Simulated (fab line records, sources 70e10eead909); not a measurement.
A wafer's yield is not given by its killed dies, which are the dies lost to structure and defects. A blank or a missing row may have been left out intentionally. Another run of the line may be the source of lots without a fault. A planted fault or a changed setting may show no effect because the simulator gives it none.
Chamber matching + flow nand-harc + rie-diel-04 running NHARC_P_GATE_DESCUM_93: 4 sister chambers
The step chemistry O2, time 3 s. 8 wafers are shown with their chamber, then 7 later ones without.

WAFERS, EACH WITH ITS CHAMBER
| wafer  | chamber | drypump-motor-current-A (A) | rf-vpp-V (V) |
|--------|---------|-----------------------------|--------------|
| L074.6 | 0       | 5.4                         | 56.4         |
| L076.1 | 3       | 5.4                         | 56.7         |
| L077.6 | 3       | 5.4                         | 57.1         |
| L078.1 | 0       | 5.4                         | 59.0         |
| L078.3 | 1       | 6.1                         | 57.9         |
| L078.4 | 2       | 5.8                         | 56.9         |
| L079.1 | 2       | 5.8                         | 57.2         |
| L079.5 | 1       | 6.0                         | 57.7         |

WAFERS WITHOUT THEIR CHAMBER
| wafer  | drypump-motor-current-A (A) | rf-vpp-V (V) |
|--------|-----------------------------|--------------|
| L079.6 | 5.4                         | 58.5         |
| L082.1 | 6.0                         | 58.6         |
| L082.3 | 5.4                         | 57.8         |
| L082.4 | 5.8                         | 57.8         |
| L094.2 | 5.4                         | 58.5         |
| L094.3 | 5.8                         | 57.0         |
| L094.4 | 5.4                         | 58.9         |

CHAMBER TAKEN BY EACH
| wafer  | from the rows above     | in truth |
|--------|-------------------------|----------|
| L079.6 | can't be placed: 0 or 3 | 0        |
| L082.1 | 1                       | 1        |
| L082.3 | can't be placed: 0 or 3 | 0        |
| L082.4 | 2                       | 2        |
| L094.2 | can't be placed: 0 or 3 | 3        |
| L094.3 | 2                       | 2        |
| L094.4 | can't be placed: 0 or 3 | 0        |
Correctly placed: 3 of 7. Unplaceable from these rows: 4, with the true chamber sitting among the candidates in 4. Wrongly placed: 0.
How it was worked out, from the rows above alone: a wafer's distance from a chamber is the root of the sum, over the readings, of the square of ((its reading less the chamber's mean) divided by the reading's scatter). If the next closest chamber is less than 2 further off than the closest, the wafer can't be placed; otherwise it belongs to the closest. For every chamber, the mean is computed from those of its wafers that are shown. The scatter: take each reading less its chamber's mean, square it, sum over the shown wafers, divide by the number of wafers less the number of chambers, and take the root.
